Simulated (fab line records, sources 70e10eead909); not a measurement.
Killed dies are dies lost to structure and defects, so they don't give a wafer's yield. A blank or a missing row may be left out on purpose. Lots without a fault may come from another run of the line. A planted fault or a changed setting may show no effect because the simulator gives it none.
A struck lot beside a sound one | flow nand_harc | 15 steps out of a route of 1302
Sound: wafers L415.1, L415.5, L415.6. Struck: wafers L429.2, L429.4, L429.5. The cause comes at the end.
At each step with rows: each side's tool, then ch and its chambers, then its first start. Under that, the readings that differ: sound wafers | struck wafers | difference of the means | sigmas: that difference in standard deviations of wafers without a fault.
alike: readings whose means differ by less than 2 such deviations, and words and numbers that are the same on both sides. not compared: withheld readings, readings that some wafer has no value for, bounds like >300 that may hide the same value, and numbers for which the record gives no deviation and whose values overlap.
The two part at a step that has a row with sigmas, a row that says differs or no value, or rows on one side only. Numbers that don't overlap but have no deviation are shown without sigmas and don't part them. A reading that every wafer of one side lacks parts them only if that side has two wafers or more.

first, 1 step without rows for these wafers: NHARC_A_ONON_D1_DEP_00 (target thk 1000 nm).
NHARC_A_ONON_D1_THK_MEAS_02: measures by ellipsometry.
  sound on film_metro-02, day 11 00:25; struck on film_metro-01, day 16 20:28
  alike: thk_nm
then, 1 step without rows for these wafers: NHARC_A_ONON_D1_DEP_03 (target thk 1000 nm).
NHARC_A_ONON_D1_THK_MEAS_05: measures by ellipsometry.
  sound on film_metro-02, day 11 00:59; struck on film_metro-01, day 16 21:02
  alike: thk_nm
then, 1 step without rows for these wafers: NHARC_A_ONON_D1_DEP_06 (target thk 1000 nm).
NHARC_A_ONON_D1_THK_MEAS_08: measures by ellipsometry.
  sound on film_metro-02, day 11 01:32; struck on film_metro-01, day 16 21:36
  reading     | sound       | struck         | difference | sigmas
  thk_nm (nm) | 991 988 989 | 1012 1013 1012 | +23        | +2
then, 1 step without rows for these wafers: NHARC_A_ONON_D1_DEP_09 (target thk 1000 nm).
NHARC_A_ONON_D1_THK_MEAS_11: measures by ellipsometry.
  sound on film_metro-01, day 11 02:07; struck on film_metro-01, day 16 22:10
  alike: thk_nm
then, 1 step without rows for these wafers: NHARC_A_ONON_D1_DEP_12 (target thk 1000 nm).
NHARC_A_ONON_D1_THK_MEAS_14: measures by ellipsometry.
  sound on film_metro-02, day 11 02:40; struck on film_metro-01, day 16 22:44
  alike: thk_nm
then, 1 step without rows for these wafers: NHARC_A_ONON_D1_ANNEAL_15 (time 3600 s).
NHARC_A_ONON_D1_DEP_16: target thk 1000 nm.
  sound on pecvd_onon-01 ch 0, day 11 10:11; struck on pecvd_onon-01 ch 0, day 17 05:55
  alike: sih4_flow_sccm
NHARC_A_ONON_D1_THK_MEAS_18: measures by ellipsometry.
  sound on film_metro-01, day 11 10:42; struck on film_metro-01, day 17 06:22
  reading     | sound       | struck      | difference | sigmas
  thk_nm (nm) | 979 978 977 | 661 660 660 | -318       | -33
then, 1 step without rows for these wafers: NHARC_A_ONON_D1_DEP_19 (target thk 1000 nm).
-- the record jumps here: 16 days lie between the struck wafers' starts before and after (it left off in module A_ONON_D1 and takes up again in module END, whose first step shown is number 1302 of the route) --
NHARC_END_SORT_01:
  sound on prober-02 ch 0, day 27 23:02; struck on prober-01 ch 0, day 33 04:17
  reading         | sound | struck      | difference | sigmas
  killed_at_array | 52    | 674 671 675 | +621       | +35
  killed_dies     | 56    | 677 677 677 | +621       | +34
  alike: killed_at_other, killed_at_periphery, killed_open, killed_short

WHERE THEY PART
First at NHARC_A_ONON_D1_THK_MEAS_08; last, within this record, at NHARC_END_SORT_01.

WHY: what the simulator had put in
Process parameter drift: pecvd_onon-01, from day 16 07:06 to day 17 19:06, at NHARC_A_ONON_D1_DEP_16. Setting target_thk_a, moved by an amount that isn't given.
